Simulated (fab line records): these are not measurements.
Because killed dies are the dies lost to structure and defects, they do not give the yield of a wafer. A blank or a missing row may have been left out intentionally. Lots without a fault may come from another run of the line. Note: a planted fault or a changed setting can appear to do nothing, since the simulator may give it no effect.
Chamber matching | flow n5-finfet | N5_FIN_SAQP_FIN_ETCH_36 on rie-si-01 has 4 sister chambers
The step etches the open film in HBr/Cl2/O2, target depth 120 nm, time 50.4 s. 20 wafers are shown with their chamber, then 10 later ones without.

WAFERS PAIRED WITH THEIR CHAMBERS
wafer  | chamber | throttle-valve-pct (%) | drypump-motor-current-A (A) | oes-product-au (a.u.)
L074.2 | 1       | 35.77                  | 5.8                         | 0.983
L074.3 | 3       | 36.07                  | 6.3                         | 0.988
L074.4 | 0       | 36.25                  | 6.2                         | 0.994
L077.1 | 1       | 35.76                  | 5.8                         | 0.996
L077.4 | 2       | 35.96                  | 5.4                         | 1.026
L077.6 | 0       | 36.24                  | 6.3                         | 0.998
L081.1 | 0       | 36.25                  | 6.3                         | 0.994
L081.2 | 2       | 35.99                  | 5.4                         | 1.024
L081.3 | 3       | 36.08                  | 6.3                         | 0.993
L083.1 | 2       | 35.97                  | 5.4                         | 1.025
L083.2 | 3       | 36.08                  | 6.3                         | 0.991
L083.4 | 1       | 35.77                  | 5.8                         | 0.986
L086.2 | 0       | 36.26                  | 6.2                         | 0.998
L086.3 | 3       | 36.05                  | 6.4                         | 0.985
L086.4 | 2       | 35.97                  | 5.4                         | 1.021
L087.2 | 2       | 35.97                  | 5.4                         | 1.023
L087.4 | 3       | 36.05                  | 6.3                         | 1.008
L087.6 | 3       | 36.04                  | 6.3                         | 0.994
L088.1 | 2       | 35.97                  | 5.4                         | 1.032
L088.2 | 0       | 36.23                  | 6.2                         | 1.012

SIGNATURES (means of the wafers above)
reading                 | chamber 0 | chamber 1 | chamber 2 | chamber 3 | scatter within a chamber
throttle-valve-pct      | 36.2460   | 35.7667   | 35.9717   | 36.0617   | 0.0126
drypump-motor-current-A | 6.240     | 5.800     | 5.400     | 6.317     | 0.0356
oes-product-au          | 0.99920   | 0.98833   | 1.02517   | 0.99317   | 0.00663
Rule: for each reading, subtract the chamber's mean from the wafer's reading, divide by that reading's scatter and square the result; add these up over the readings and take the root, which gives the wafer's distance from the chamber. If the next closest chamber is less than 2 further off than the closest, the wafer can't be placed; otherwise it belongs to the closest. The scatter: the root of (the sum of the squares of (reading less its chamber's mean) over the shown wafers, divided by (wafers less chambers)).

WAFERS WITH NO CHAMBER GIVEN
wafer  | throttle-valve-pct (%) | drypump-motor-current-A (A) | oes-product-au (a.u.)
L088.5 | 35.96                  | 5.4                         | 1.036
L089.1 | 35.76                  | 5.8                         | 1.006
L089.5 | 35.76                  | 5.8                         | 1.005
L089.6 | 36.23                  | 6.2                         | 1.003
L095.1 | 36.03                  | 6.4                         | 0.995
L095.3 | 36.25                  | 6.3                         | 1.001
L095.4 | 35.98                  | 5.4                         | 1.021
L097.1 | 35.78                  | 5.8                         | 0.991
L097.4 | 35.98                  | 5.4                         | 1.022
L097.5 | 35.98                  | 5.4                         | 1.027

WHICH CHAMBER EACH ONE RAN IN
wafer  | from the rows above | in truth
L088.5 | 2                   | 2
L089.1 | 1                   | 1
L089.5 | 1                   | 1
L089.6 | 0                   | 0
L095.1 | 3                   | 3
L095.3 | 0                   | 0
L095.4 | 2                   | 2
L097.1 | 1                   | 1
L097.4 | 2                   | 2
L097.5 | 2                   | 2
Placed correctly: 10 of 10. From these rows, 0 cannot be placed. Placed wrongly: 0.
